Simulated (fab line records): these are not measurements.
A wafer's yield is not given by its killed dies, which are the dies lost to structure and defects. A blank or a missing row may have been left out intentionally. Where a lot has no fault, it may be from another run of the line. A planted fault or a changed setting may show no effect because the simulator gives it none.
8D (eight disciplines) problem report, filled in by code :: flow nand harc :: the parts of the form that need people (team, actions taken, sign-off) are left out

== 1. WHAT IS WRONG ==
Wafers without a fault read 383, standard deviation 96; raw defect count at NHARC_A_SIN_REMOVE_INSPECT_04 reads a mean of 1292 on 6 wafers belonging to 2 lots. Measured from the usual mean, that is +9.5 standard deviations.
Seen first at day 22 23:46 on defect inspect-01, wafer L655.2. The record holds 36 wafers of 12 lots with a number at this step. The rule behind "out" and "out of limits": a value lying over 4 standard deviations away from the usual mean. All remaining wafers that have a number are taken as sound.

== 2. WHAT THIS IS AND IS NOT ==
question: which readings at this step
is: raw defect count
is not: -

question: which lots
is: L655, L656
is not: L649, L650, L652, L658, L665, L666, L667, L668, L669, L671

question: which wafers of those lots
is: all that have a number
is not: -

question: read on which gauges
is: defect inspect-01
is not: defect inspect-02

question: when
is: from day 22 23:46
is not: up to then (9 sound wafers); but 21 sound wafers of L658, L665, L666, L667, L668, L669, L671 came after

== 3. WHAT RULES OUT EACH SUSPECT ==
Counting: a tool stays on the suspect list if, at a process step up to the reading, it processed all lots that are out and no sound lot following the first of them.
- ruled out: the gauge at NHARC_A_SIN_REMOVE_INSPECT_04. All the wafers that are out were read on defect inspect-01, but those of them that NHARC_END_SORT_01 has rows for are out there too, on other tools.
- rie diel-12 at NHARC_A_SLIT_STRIP_18 (strips in O2): ruled out as a lasting fault. The sound lots L667, L669 went through it after L655, its earliest lot that is out (day 22 16:44).
Left after counting: nothing in the record.

== 4. THE CAUSE (what the simulator had put in) ==
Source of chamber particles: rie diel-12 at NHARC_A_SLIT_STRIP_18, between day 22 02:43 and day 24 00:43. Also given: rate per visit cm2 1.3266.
Counting ruled it out, wrongly: the rule takes a fault to strike every lot that its tool runs from its start on, and this one did not.

== 5. SEQUENCE OF EFFECTS, ordered by route ==
Each row: a reading where the mean over the struck wafers with a number is more than 3 standard deviations away from the usual. Only readings for which the record gives a usual standard deviation are gone through. hours: the time from each lot's start at the first step in this table that gives one to its start at this step, as a median over the lots. sigmas: the change in usual standard deviations.
hours: 0
step: NHARC_A_SIN_REMOVE_INSPECT_04
reading: raw defect count
usual: 383
on struck wafers: 1292
change: +909
sigmas: +9.5

hours: 97
step: NHARC_END_SORT_01
reading: killed at array
usual: 52
on struck wafers: 145
change: +93
sigmas: +5.8

hours: 97
step: NHARC_END_SORT_01
reading: killed dies
usual: 57
on struck wafers: 150
change: +93
sigmas: +5.8

== 6. WHAT WOULD HAVE CAUGHT IT SOONER ==
21 hours passed between the start of the fault at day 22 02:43 and the first reading out of limits at a measuring or inspecting step in this record, taken at day 22 23:46.
No tool reading at NHARC_A_SLIT_STRIP_18 that has a usual standard deviation in the record was out on any struck wafer, so an alarm limit of 4 standard deviations on those readings would not have fired.
